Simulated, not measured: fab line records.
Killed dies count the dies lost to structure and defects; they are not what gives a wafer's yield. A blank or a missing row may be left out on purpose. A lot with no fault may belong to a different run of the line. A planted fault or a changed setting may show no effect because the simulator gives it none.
Struck lot and sound lot, side by side ; flow n5 finfet ; 37 out of 1938 route steps
Sound: these wafers, L569.1, L569.3, L569.4. Wafers struck: L574.2, L574.5, L574.6. The cause comes at the end.
At each step with rows: each side's tool, then ch and its chambers, then its first start. Under that, the readings that differ: sound wafers ; struck wafers ; difference of the means ; sigmas: that difference in standard deviations of wafers without a fault.
alike: a reading whose means differ by less than 2 such deviations, as well as words and numbers matching on both sides. not compared: withheld readings; readings where some wafer has no value; bounds like >300 that might hide an equal value; numbers whose values overlap and for which the record gives no deviation.
A row with sigmas, a row that says differs or no value, or rows on one side alone: a step with any of these is where the two part. Numbers that have no deviation but don't overlap get no sigmas and don't part them. Lack of a reading on every wafer of one side parts them only where that side has two or more wafers.

first, 9 steps without rows for these wafers: N5_BEOL_M4_ANNEAL_95 (time 240 s); N5_BEOL_M4_SPUTTER_96 (material Cu, target thk 4.5 nm, time 8.29 s); N5_BEOL_M4_ECD_50 (material Cu, target thk 300 nm); N5_BEOL_M4_ANNEAL_51 (time 90 s); N5_BEOL_M4_CMP_52 (polishes, stops on SiOC, t overpolish 6.8 s, target thk 40 nm); N5_BEOL_M4_PRE_CLEAN_60 (time 15 s); N5_BEOL_M4_CO_CAP_55 (material Co, precursor CCTBA/H2, target thk 2 nm, time 102.1 s); N5_BEOL_M4_PRE_CLEAN_56 (time 15 s); N5_BEOL_M4_DEP_57 (deposits SiCN from 3MS/NH3, target thk 8 nm, time 14 s).
N5_BEOL_M4_RC_MEAS_101:
  sound on prober-02 ch 0, day 9 16:59; struck on prober-01 ch 0, day 11 16:45
reading;sound;struck;difference;sigmas
IOFF_N (nA/um);0.234 0.235 0.209;0.171 0.136 0.160;-0.070;-2
IOFF_P (nA/um);0.29 0.27 0.25;0.21 0.16 0.19;-0.08;-2
ION_N (uA/um);694 696 691;669 661 670;-27;-2
ION_P (uA/um);471 471 466;454 447 452;-18;-2
VT_N (mV);244 241 244;248 253 249;+7;+2
VT_P (mV);-245 -244 -244;-252 -255 -256;-10;-3
  alike: DIBL_N, DIBL_P, SS_N, SS_P
then, 24 steps without rows for these wafers: N5_BEOL_M5_ILD_DEP_00 (deposits SiCOH lowk from DEMS/porogen, target thk 140.64 nm, time 25.9 s); N5_BEOL_M5_CURE_79 (cures SiCOH lowk, time 240 s); N5_BEOL_M5_PECVD_70 (deposits SiO2 from TEOS/O2, target thk 16 nm, time 18 s); N5_BEOL_M5_HM_DEP_02 (deposits TiN, target thk 20 nm); N5_BEOL_M5_COAT_59 (time 60 s, resist thk 60 nm); N5_BEOL_M5_COAT_60 (time 60 s, resist thk 12 nm); N5_BEOL_M5_COAT_71 (time 60 s, resist thk 5 nm); N5_BEOL_M5_COAT_05 (resist thk 30 nm); N5_BEOL_M5_EBR_07; N5_BEOL_M5_SOFTBAKE_06 (time 60 s); N5_BEOL_M5_EXPOSE_08 (exposes mask M5, target cd 28 nm); N5_BEOL_M5_PEB_09 (peb time 60 s); N5_BEOL_M5_DEVELOP_10 (develop time 30 s); N5_BEOL_M5_DESCUM_16 (chemistry O2, time 7 s); N5_BEOL_M5_ETCH_72 (etches underlayer in N2/H2, target depth 6.5 nm, time 5.2 s); N5_BEOL_M5_ETCH_61 (etches SiARC in CF4, target depth 15.6 nm, time 26 s); N5_BEOL_M5_ETCH_62 (etches SOC in N2/H2, target depth 75 nm, overetch 15 nm, time 112.5 s); N5_BEOL_M5_STRIP_63 (strips in N2/H2); N5_BEOL_M5_STRIP_73 (strips in N2/H2); N5_BEOL_M5_STRIP_64 (strips in CF4); N5_BEOL_M5_HM_OPEN_17 (chemistry Cl2/BCl3, target TiN, target depth 20 nm, overetch 6 nm); N5_BEOL_M5_STRIP_19 (strips in O2); N5_BEOL_M5_COAT_65 (time 60 s, resist thk 60 nm); N5_BEOL_M5_COAT_66 (time 60 s, resist thk 12 nm).
N5_BEOL_M9_STRIP_36: strips in N2/H2.
  sound on rie diel-02 ch 1,2, day 11 13:45; struck on rie diel-02 ch 0,2,3, day 13 08:58
  no value came back on the struck wafers for any of 7 readings (bias power w (W), chamber pressure mTorr (mTorr) and others); on the sound wafers bias power w (W) reads 6.991 6.997 7.010
reading;sound;struck;difference;sigmas
model.SOC_of_BEOL_M9_COAT_63.thk nm (nm);0 0 0;51.2 50.6 51.2;+51.0;
  not compared: rf hours counter h
N5_BEOL_M9_ETCH_41: etches SiCN in CH3F/O2, target depth 36.6 nm, time 70.1 s.
  sound on rie diel-02 ch 1,2; struck on rie diel-02 ch 0,2,3, day 13 09:03
reading;sound;struck;difference;sigmas
model.SOC_of_BEOL_M9_COAT_63.thk nm (nm);0 0 0;29 28 28.8;+29;
  alike: drypump motor current A, oes product au, rf vpp V, showerhead plenum p Torr, throttle valve pct
  not compared: rf hours counter h
-- the record jumps here: 3 days lie between the struck wafers' starts before and after (it left off in module BEOL_M9 and takes up again in module PASSIVATION, whose first step shown is number 1936 of the route) --
N5_PASSIVATION_PROBE_49:
  the record has rows for the struck wafers here (prober-01, day 15 21:19) and none for the sound ones

== WHERE THEY PART ==
Last at N5_PASSIVATION_PROBE_49 as far as this record goes, first at N5_BEOL_M4_RC_MEAS_101.

WHY: what had been put in by the simulator
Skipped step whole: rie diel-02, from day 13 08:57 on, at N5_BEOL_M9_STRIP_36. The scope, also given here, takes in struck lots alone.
